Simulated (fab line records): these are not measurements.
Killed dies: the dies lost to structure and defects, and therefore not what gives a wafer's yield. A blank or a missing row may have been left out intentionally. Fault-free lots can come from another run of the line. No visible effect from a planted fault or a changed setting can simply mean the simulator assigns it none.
Chamber matching -- flow n5-finfet -- N5_GATE_CUT_HM_OPEN_40 on rie-diel-02: 4 sister chambers
The step chemistry C4F6/O2, target SiO2, target depth 139 nm, time 85.1 s. 8 wafers are shown with their chamber, then 9 later ones without.

== WAFERS PAIRED WITH THEIR CHAMBERS ==
wafer,chamber,showerhead-plenum-p-Torr (Torr),drypump-motor-current-A (A)
L084.5,2,2.82,4.9
L085.2,3,2.72,5.9
L085.5,1,2.95,6.2
L086.1,2,2.82,5.0
L086.3,1,2.95,6.1
L091.2,0,2.84,5.8
L091.4,3,2.71,5.9
L091.5,0,2.84,5.8

== WAFERS MISSING THEIR CHAMBER ==
wafer,showerhead-plenum-p-Torr (Torr),drypump-motor-current-A (A)
L095.2,2.83,5.7
L095.3,2.94,6.2
L095.5,2.71,5.9
L096.2,2.94,6.2
L096.4,2.71,5.9
L096.6,2.83,5.7
L097.2,2.83,5.7
L097.3,2.94,6.1
L097.6,2.83,5.7

== CHAMBER TAKEN BY EACH ==
wafer,from the rows above,in truth
L095.2,0,0
L095.3,1,1
L095.5,3,3
L096.2,1,1
L096.4,3,3
L096.6,0,0
L097.2,0,0
L097.3,1,1
L097.6,0,0
9 of 9 placed correctly. From these rows, 0 cannot be placed. Placed wrongly: 0.
How it was worked out, from the rows above alone: a wafer's distance from a chamber is the root of the sum, over the readings, of the square of ((its reading less the chamber's mean) divided by the reading's scatter). If the next closest chamber is less than 2 further off than the closest, the wafer can't be placed; otherwise it belongs to the closest. The mean given for a chamber averages the wafers shown for that chamber. The scatter: take each reading less its chamber's mean, square it, sum over the shown wafers, divide by the number of wafers less the number of chambers, and take the root.
